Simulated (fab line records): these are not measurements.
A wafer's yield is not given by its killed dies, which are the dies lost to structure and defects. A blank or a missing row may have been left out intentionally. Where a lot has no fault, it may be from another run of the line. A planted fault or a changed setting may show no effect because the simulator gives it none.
Matching of chambers | flow nand harc | 4 sister chambers for NHARC_A_CONTACT_ETCH_92 on rie diel-09
The step etches the open film in CH3F/O2, target depth 40 nm, time 85.7 s. 4 wafers are shown with their chamber, then 11 later ones without.

## EACH WAFER AND ITS CHAMBER
wafer  | chamber | showerhead plenum p Torr (Torr)
L087.3 | 0       | 2.39
L087.4 | 2       | 2.61
L086.1 | 3       | 2.54
L091.1 | 1       | 2.58

## WAFERS MISSING THEIR CHAMBER
wafer  | showerhead plenum p Torr (Torr)
L091.3 | 2.61
L091.4 | 2.39
L092.1 | 2.61
L092.3 | 2.54
L092.6 | 2.54
L094.1 | 2.54
L094.3 | 2.57
L094.5 | 2.57
L097.2 | 2.39
L097.3 | 2.54
L097.5 | 2.39

## WHICH CHAMBER EACH WENT THROUGH
wafer  | from the rows above | in truth
L091.3 | 2                   | 2
L091.4 | 0                   | 0
L092.1 | 2                   | 2
L092.3 | 3                   | 3
L092.6 | 3                   | 3
L094.1 | 3                   | 3
L094.3 | 1                   | 1
L094.5 | 1                   | 1
L097.2 | 0                   | 0
L097.3 | 3                   | 3
L097.5 | 0                   | 0
Correctly placed: 11 of 11. From these rows, 0 cannot be placed. 0 placed wrongly.
How it was worked out, from the rows above alone: a wafer's distance from a chamber is the root of the sum, over the readings, of the square of ((its reading less the chamber's mean) divided by the reading's scatter). If the next closest chamber is less than 2 further off than the closest, the wafer can't be placed; otherwise it belongs to the closest. The mean given for a chamber averages the wafers shown for that chamber. The scatter (one wafer shown for each chamber): square how far every hidden wafer sits from the nearest shown wafer, average those squares and take the square root.
